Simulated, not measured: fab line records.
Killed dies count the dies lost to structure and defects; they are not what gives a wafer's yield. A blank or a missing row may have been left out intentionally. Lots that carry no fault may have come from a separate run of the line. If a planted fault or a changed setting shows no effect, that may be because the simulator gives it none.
fab line records ; flow nand_harc
[record] lots = 13; wafers = 39; last_day = 33
route steps=1302 shown P_M0@274 P_M1@292 END@1302
lots that met no fault: from a run of the same line without faults
start_h: hours from the record's opening day to when the first of the lot's shown wafers began ; wait_h: hours since the lot's step before ; " as in the row above ; L1.1+2: a row that stands for several wafers ; - no value, or no start given ; * or withheld: withheld ; < > ~ a bound
route shown NAME@n: names a module that has steps shown in the file, with the first one's number in the route ; usual: mean/standard deviation taken from wafers without a fault ; same: alike in all rows ; chamber/n: place in a boat ; sites: readings site by site ; _std_site: standard deviation of those values ; _edge_site: outer sites' mean less inner sites' ; radius_mm: for every site, how far away it sits from the centre of the wafer ; mask NAME#n: copy n ; behind: the last tool/chamber to shape the wafer ; hold: reason for holding the lot/hours on hold/outcome of the hold ; device: the n, p or np transistor that did not switch ; end of line: tests of these same wafers at the route's end ; where a step has no rows: the recipe by itself ; killed: not the wafer's yield, but the dies lost to structure and defects at the first sort ; map: a wafer's dies, x killed, . not, _ none there
set.NAME: the setting as run; set.NAME@STEP: as run at that earlier step ; model.NAME: the simulator's own value behind a step, which no gauge read
route steps across a sampled set of lots; one table per step, one row per wafer
services: when a tool's chamber went out of use (start_h, in hours from the record's first day, below 0 if earlier), for how many hours, and the reason
[[steps]]
[step NHARC_P_M0_PVD_20]
[recipe] target_thk_a = 50; bias_v = 168.6; power_w = 15000; chamber_pressure_pa = 0.12; time_s = 8.06; substrate_temp_c = 50; material = TaN
[usual] chamber_pressure_pa = 0.12001/0.00025; throttle_valve_pct = 30.0/0.8
lot.wafer;tool;chamber;start_h;wait_h;chamber_pressure_pa;throttle_valve_pct
L213.4;pvd_sputter-02;-;-;-;0.11991;30.2
L213.2;pvd_sputter-02;-;-;-;0.12015;31.4
L213.5;pvd_sputter-02;-;-;-;0.12011;30.8
L215.1;pvd_sputter-01;-;-;-;0.12053;29.9
L215.2;pvd_sputter-01;-;-;-;0.11988;30.7
L215.3;pvd_sputter-01;-;-;-;0.12001;30.9
L216.1;pvd_sputter-03;-;-;-;0.12018;30.6
L216.2;pvd_sputter-03;-;-;-;0.11982;29.2
L216.5;pvd_sputter-03;-;-;-;0.12031;30.6
L217.3;pvd_sputter-02;-;-;-;0.11992;31.0
L217.4;pvd_sputter-02;-;-;-;0.11964;30.0
L217.6;pvd_sputter-02;-;-;-;0.11986;30.1
L220.3;pvd_sputter-03;-;204.21;0.1;0.12005;28.6
L220.6;pvd_sputter-03;-;204.21;0.1;0.11963;30.7
L220.5;pvd_sputter-03;-;204.21;0.1;0.1198;28.8
L221.4;pvd_sputter-01;-;-;-;0.11988;30.6
L221.3;pvd_sputter-01;-;-;-;0.12031;29.7
L221.6;pvd_sputter-01;-;-;-;0.1202;29.8
L222.3;pvd_sputter-01;-;-;-;0.11991;30.8
L222.2;pvd_sputter-01;-;-;-;0.11985;29.7
L222.4;pvd_sputter-01;-;-;-;0.1201;29.8
L226.4;pvd_sputter-01;-;-;-;0.11993;29.9
L226.3;pvd_sputter-01;-;-;-;0.12006;30.0
L226.6;pvd_sputter-01;-;-;-;0.12007;29.9
L227.3;pvd_sputter-02;-;-;-;0.11994;31.0
L227.2;pvd_sputter-02;-;-;-;0.12044;31.2
L227.5;pvd_sputter-02;-;-;-;0.12014;31.2
L229.2;pvd_sputter-03;-;-;-;0.12;29.3
L229.5;pvd_sputter-03;-;-;-;0.12035;28.7
L229.6;pvd_sputter-03;-;-;-;0.12004;29.3
L232.2;pvd_sputter-03;-;-;-;0.11957;29.2
L232.1;pvd_sputter-03;-;-;-;0.12011;29.8
L232.5;pvd_sputter-03;-;-;-;0.12001;28.8
L234.4;pvd_sputter-03;-;-;-;0.11968;30.2
L234.6;pvd_sputter-03;-;-;-;0.12019;28.6
L234.5;pvd_sputter-03;-;-;-;0.12035;29.3
L236.1;pvd_sputter-01;-;-;-;0.12053;29.9
L236.3;pvd_sputter-01;-;-;-;0.11966;29.3
L236.5;pvd_sputter-01;-;-;-;0.12003;30.3
[step NHARC_P_M0_INSPECT_27]
[usual] raw_defect_count = 308/110
lot.wafer;tool;chamber;start_h;wait_h;raw_defect_count
L213.2;defect_inspect-02;-;128.38;0.0;887
L213.4;defect_inspect-02;-;128.38;0.0;407
L213.5;defect_inspect-02;-;128.38;0.0;347
L215.1;defect_inspect-02;-;145.87;0.0;215
L215.2;defect_inspect-02;-;145.87;0.0;184
L215.3;defect_inspect-02;-;145.87;0.0;296
L216.1;defect_inspect-01;-;157.36;0.0;354
L216.2;defect_inspect-01;-;157.36;0.0;189
L216.5;defect_inspect-01;-;157.36;0.0;248
L217.3;defect_inspect-02;-;158.47;0.0;143
L217.4;defect_inspect-02;-;158.47;0.0;212
L217.6;defect_inspect-02;-;158.47;0.0;315
L220.3;defect_inspect-02;-;205.78;0.0;386
L220.5;defect_inspect-02;-;205.78;0.0;311
L220.6;defect_inspect-02;-;205.78;0.0;539
L221.3;defect_inspect-02;-;214.57;0.0;253
L221.4;defect_inspect-02;-;214.57;0.0;251
L221.6;defect_inspect-02;-;214.57;0.0;268
L222.2;defect_inspect-02;-;216.16;0.0;282
L222.3;defect_inspect-02;-;216.16;0.0;289
L222.4;defect_inspect-02;-;216.16;0.0;405
L226.3;defect_inspect-01;-;251.83;0.0;208
L226.4;defect_inspect-01;-;251.83;0.0;275
L226.6;defect_inspect-01;-;251.83;0.0;290
L227.2;defect_inspect-01;-;267.98;0.0;165
L227.3;defect_inspect-01;-;267.98;0.0;155
L227.5;defect_inspect-01;-;267.98;0.0;194
L229.2;defect_inspect-01;-;289.72;0.0;296
L229.5;defect_inspect-01;-;289.72;0.0;294
L229.6;defect_inspect-01;-;289.72;0.0;343
L232.1;defect_inspect-01;-;311.42;0.0;240
L232.2;defect_inspect-01;-;311.42;0.0;487
L232.5;defect_inspect-01;-;311.42;0.0;567
L234.4;defect_inspect-01;-;330.86;0.0;274
L234.5;defect_inspect-01;-;330.86;0.0;340
L234.6;defect_inspect-01;-;330.86;0.0;388
L236.1;defect_inspect-01;-;353.60;0.0;342
L236.3;defect_inspect-01;-;353.60;0.0;233
L236.5;defect_inspect-01;-;353.60;0.0;209
[step NHARC_P_M1_EXPOSE_06]
[recipe] na = 1.35; target_cd_nm = 130; dose_mj = 81.88; mask_id = P_M1
[usual] exposure_dose_mJ_cm2 = 81.87/0.074
lot.wafer;tool;chamber;start_h;wait_h;mask;exposure_dose_mJ_cm2
L213.2;arfi_scanner-03;0;129.54;-;P_M1#0;81.97
L213.4;arfi_scanner-03;0;129.54;-;P_M1#0;81.90
L213.5;arfi_scanner-03;0;129.54;-;P_M1#0;81.86
L215.1;arfi_scanner-02;0;146.99;-;P_M1#0;81.84
L215.2;arfi_scanner-02;0;146.99;-;P_M1#0;81.90
L215.3;arfi_scanner-02;0;146.99;-;P_M1#0;81.96
L216.1;arfi_scanner-03;0;158.60;-;P_M1#0;82.01
L216.2;arfi_scanner-03;0;158.60;-;P_M1#0;81.90
L216.5;arfi_scanner-03;0;158.60;-;P_M1#0;81.93
L217.3;arfi_scanner-01;0;159.73;-;P_M1#0;81.84
L217.4;arfi_scanner-01;0;159.73;-;P_M1#0;81.86
L217.6;arfi_scanner-01;0;159.73;-;P_M1#0;81.88
L220.3;arfi_scanner-03;0;207.05;-;P_M1#0;81.87
L220.5;arfi_scanner-03;0;207.05;-;P_M1#0;81.82
L220.6;arfi_scanner-03;0;207.05;-;P_M1#0;81.95
L221.3;arfi_scanner-01;0;215.82;-;P_M1#0;81.85
L221.4;arfi_scanner-01;0;215.82;-;P_M1#0;81.97
L221.6;arfi_scanner-01;0;215.82;-;P_M1#0;81.90
L222.2;arfi_scanner-02;0;217.42;-;P_M1#0;81.88
L222.3;arfi_scanner-02;0;217.42;-;P_M1#0;81.92
L222.4;arfi_scanner-02;0;217.42;-;P_M1#0;81.87
L226.3;arfi_scanner-03;0;252.97;-;P_M1#0;102.32
L226.4;arfi_scanner-03;0;252.97;-;P_M1#0;102.17
L226.6;arfi_scanner-03;0;252.97;-;P_M1#0;102.31
L227.2;arfi_scanner-03;0;269.29;-;P_M1#0;98.16
L227.3;arfi_scanner-03;0;269.29;-;P_M1#0;98.17
L227.5;arfi_scanner-03;0;269.29;-;P_M1#0;98.16
L229.2;arfi_scanner-03;0;290.86;-;P_M1#0;95.02
L229.5;arfi_scanner-03;0;290.86;-;P_M1#0;94.95
L229.6;arfi_scanner-03;0;290.86;-;P_M1#0;95.02
L232.1;arfi_scanner-03;0;312.67;-;P_M1#0;94.12
L232.2;arfi_scanner-03;0;312.67;-;P_M1#0;94.18
L232.5;arfi_scanner-03;0;312.67;-;P_M1#0;94.23
L234.4;arfi_scanner-02;0;332.13;-;P_M1#0;81.90
L234.5;arfi_scanner-02;0;332.13;-;P_M1#0;81.84
L234.6;arfi_scanner-02;0;332.13;-;P_M1#0;81.92
L236.1;arfi_scanner-02;0;354.84;-;P_M1#0;81.74
L236.3;arfi_scanner-02;0;354.84;-;P_M1#0;81.76
L236.5;arfi_scanner-02;0;354.84;-;P_M1#0;81.74
[step NHARC_P_M1_CD_MEAS_09]
[recipe] target_cd_nm = 130; landing_energy_ev = 500
[usual] cd_nm = 129.7/0.54
lot.wafer;tool;chamber;start_h;wait_h;cd_nm
L213.2;cd_sem-03;0;129.68;-;128.6
L213.4;cd_sem-03;0;129.68;-;128.6
L213.5;cd_sem-03;0;129.68;-;128.8
L215.1;cd_sem-01;0;147.13;-;129.3
L215.2;cd_sem-01;0;147.13;-;128.6
L215.3;cd_sem-01;0;147.13;-;129.1
L216.1;cd_sem-02;0;158.74;-;129.4
L216.2;cd_sem-02;0;158.74;-;129.9
L216.5;cd_sem-02;0;158.74;-;130.2
L217.3;cd_sem-02;0;159.86;-;128.9
L217.4;cd_sem-02;0;159.86;-;129.4
L217.6;cd_sem-02;0;159.86;-;129.8
L220.3;cd_sem-02;0;207.18;-;130.0
L220.5;cd_sem-02;0;207.18;-;129.5
L220.6;cd_sem-02;0;207.18;-;128.9
L221.3;cd_sem-03;0;215.96;-;129.0
L221.4;cd_sem-03;0;215.96;-;129.0
L221.6;cd_sem-03;0;215.96;-;128.9
L222.2;cd_sem-03;0;217.56;-;129.8
L222.3;cd_sem-03;0;217.56;-;130.2
L222.4;cd_sem-03;0;217.56;-;130.2
L226.3;cd_sem-02;0;253.11;-;143.6
L226.4;cd_sem-02;0;253.11;-;144.1
L226.6;cd_sem-02;0;253.11;-;143.9
L227.2;cd_sem-01;0;269.43;-;141.3
L227.3;cd_sem-01;0;269.43;-;141.5
L227.5;cd_sem-01;0;269.43;-;141.0
L229.2;cd_sem-03;0;290.99;-;139.1
L229.5;cd_sem-03;0;290.99;-;139.5
L229.6;cd_sem-03;0;290.99;-;139.4
L232.1;cd_sem-03;0;312.81;-;138.0
L232.2;cd_sem-03;0;312.81;-;138.0
L232.5;cd_sem-03;0;312.81;-;138.0
L234.4;cd_sem-02;0;332.26;-;129.8
L234.5;cd_sem-02;0;332.26;-;130.0
L234.6;cd_sem-02;0;332.26;-;129.7
L236.1;cd_sem-01;0;354.98;-;130.3
L236.3;cd_sem-01;0;354.98;-;130.0
L236.5;cd_sem-01;0;354.98;-;129.8
[step NHARC_P_M1_DEGAS_29]
[recipe] temp_c = 250; time_s = 60
[usual] heater_power_w = 335/44; susceptor_temp_C = 250.01/0.21
lot.wafer;tool;chamber;start_h;wait_h;heater_power_w;susceptor_temp_C
L213.2;pvd_sputter-01;-;130.88;-;360;249.94
L213.4;pvd_sputter-01;-;130.88;-;287;249.66
L213.5;pvd_sputter-01;-;130.88;-;359;250.30
L215.3;pvd_sputter-01;-;148.34;-;307;250.17
L215.2;pvd_sputter-01;-;148.34;-;289;250.10
L215.1;pvd_sputter-01;-;148.34;-;365;250.00
L216.2;pvd_sputter-02;-;159.95;-;300;249.94
L216.1;pvd_sputter-02;-;159.95;-;438;250.16
L216.5;pvd_sputter-02;-;159.95;-;331;249.87
L217.4;pvd_sputter-01;-;161.07;-;355;-
L217.3;pvd_sputter-01;-;161.07;-;312;-
L217.6;pvd_sputter-01;-;161.07;-;361;-
L220.3;pvd_sputter-02;-;208.39;-;302;249.86
L220.5;pvd_sputter-02;-;208.39;-;340;250.03
L220.6;pvd_sputter-02;-;208.39;-;288;249.96
L221.4;pvd_sputter-01;-;217.16;-;279;249.68
L221.3;pvd_sputter-01;-;217.16;-;376;249.94
L221.6;pvd_sputter-01;-;217.16;-;295;250.39
L222.4;pvd_sputter-03;-;218.76;-;267;250.32
L222.3;pvd_sputter-03;-;218.76;-;334;250.17
L222.2;pvd_sputter-03;-;218.76;-;370;250.14
L226.4;pvd_sputter-03;-;254.38;-;266;250.06
L226.3;pvd_sputter-03;-;254.38;-;328;249.85
L226.6;pvd_sputter-03;-;254.38;-;372;250.20
L227.3;pvd_sputter-02;-;270.72;-;319;250.23
L227.2;pvd_sputter-02;-;270.72;-;296;250.35
L227.5;pvd_sputter-02;-;270.72;-;318;249.88
L229.2;pvd_sputter-03;-;292.22;-;369;250.41
L229.6;pvd_sputter-03;-;292.22;-;272;249.78
L229.5;pvd_sputter-03;-;292.22;-;307;250.02
L232.2;pvd_sputter-01;-;314.22;-;354;250.03
L232.1;pvd_sputter-01;-;314.22;-;317;250.12
L232.5;pvd_sputter-01;-;314.22;-;365;250.11
L234.4;pvd_sputter-02;-;333.56;-;324;-
L234.6;pvd_sputter-02;-;333.56;-;318;-
L234.5;pvd_sputter-02;-;333.56;-;326;-
L236.3;pvd_sputter-02;-;356.23;-;312;250.15
L236.1;pvd_sputter-02;-;356.23;-;329;250.03
L236.5;pvd_sputter-02;-;356.23;-;414;250.06
[step NHARC_END_SORT_01]
[recipe] temp_c = 25
[usual] defect_limited_yield = 90.6/2.7; killed_at_array = 59/19; killed_at_other = 0.6/0.85; killed_at_periphery = 3.8/2.5; killed_dies = 64/19; killed_open = 3.3/1.8; killed_short = 2.2/1.6
[same] gross_dies = 677
lot.wafer;tool;chamber;start_h;wait_h;defect_limited_yield[%];killed_at_array;killed_at_other;killed_at_periphery;killed_dies;killed_open;killed_short
L216.1;prober-02;0;596.01;2.5;90.3;64;0;2;66;3;2
L216.2;prober-02;0;596.80;2.8;88.5;74;2;2;78;1;5
L216.5;prober-02;0;599.19;3.7;89.8;62;0;7;69;1;3
// killed by level:class
L216.1 A_SLIT:chamber_film_flake=27 A_CHANNEL_HOLE_D2:chamber_film_flake=27 A_CONTACT:chamber_film_flake=3 P_STI:chamber_film_flake=2 A_DECK1_JOINT:chamber_film_flake=2 A_CHANNEL_FILL_D1:geometric_particle:open=1 A_ONON_D2:geometric_particle:open=1 A_CHANNEL_HOLE_D2:geometric_particle:open=1
L216.2 A_CHANNEL_HOLE_D2:chamber_film_flake=37 A_SLIT:chamber_film_flake=23 A_DECK1_JOINT:chamber_film_flake=4 P_STI:chamber_film_flake=2 A_CHANNEL_HOLE_D1:chamber_film_flake=2 A_CHANNEL_FILL_D1:geometric_particle:short=1 A_DECK1_JOINT:geometric_particle:short=1 A_CHANNEL_FILL_D2:geometric_particle:open=1
L216.5 A_SLIT:chamber_film_flake=29 A_CHANNEL_HOLE_D2:chamber_film_flake=21 P_STI:chamber_film_flake=7 A_STAIRCASE:chamber_film_flake=3 A_ONON_D1:geometric_particle:short=2 A_CHANNEL_HOLE_D1:chamber_film_flake=2 A_CONTACT:chamber_film_flake=2 A_SOURCE_PLATE:geometric_particle:short=1
[[services]]
tool;chamber;start_h;hours;kind
pvd_sputter-02;-;104.00;10.0;pm
pvd_sputter-01;-;124.06;1.9;repair
arfi_scanner-02;-;140.00;4.0;pm
arfi_scanner-03;-;141.81;0.3;repair
arfi_scanner-03;-;146.91;2.1;repair
arfi_scanner-02;-;153.66;1.4;repair
pvd_sputter-02;-;167.47;2.3;repair
arfi_scanner-01;-;169.83;0.4;repair
arfi_scanner-02;-;174.35;4.4;repair
arfi_scanner-03;-;196.00;4.0;pm
pvd_sputter-03;-;205.36;10.0;pm
pvd_sputter-01;-;226.00;10.0;pm
pvd_sputter-03;-;235.59;1.8;repair
arfi_scanner-01;-;252.00;4.0;pm
arfi_scanner-02;-;269.35;0.7;repair
pvd_sputter-02;-;282.00;10.0;pm
arfi_scanner-02;-;312.00;4.0;pm
pvd_sputter-03;-;320.54;1.9;repair
arfi_scanner-01;-;325.68;1.3;repair
[[key]]
[first_sign] step = NHARC_P_M1_EXPOSE_06; reading = exposure_dose_mJ_cm2; direction = up; sigmas = 99+; usual = 81.87; struck = 97.40
[effect] step = NHARC_P_M1_CD_MEAS_09; reading = cd_nm; direction = up; sigmas = 20; usual = 129.7; struck = 140.6; through = control_loop
met_at NHARC_P_M1_EXPOSE_06
struck_lots L226,L227,L229,L232
[loop_trim] step = NHARC_P_M1_EXPOSE_06; setting = dose; lots = L227,L229,L232
not_acting_at NHARC_P_M0_PVD_20,NHARC_P_M0_INSPECT_27,NHARC_P_M1_DEGAS_29
onset_between 207.05 252.97
[fault] kind = process_parameter_drift; tool = arfi_scanner-03; chamber = -; onset_h = 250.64; steps = NHARC_P_M1_EXPOSE_06; channel = dose_mj; offset = 20.474; shape = step; acts_in = these_recipes_only; stated = 81.88
// loop_trim: a control loop set the setting to another value than it would have without faults
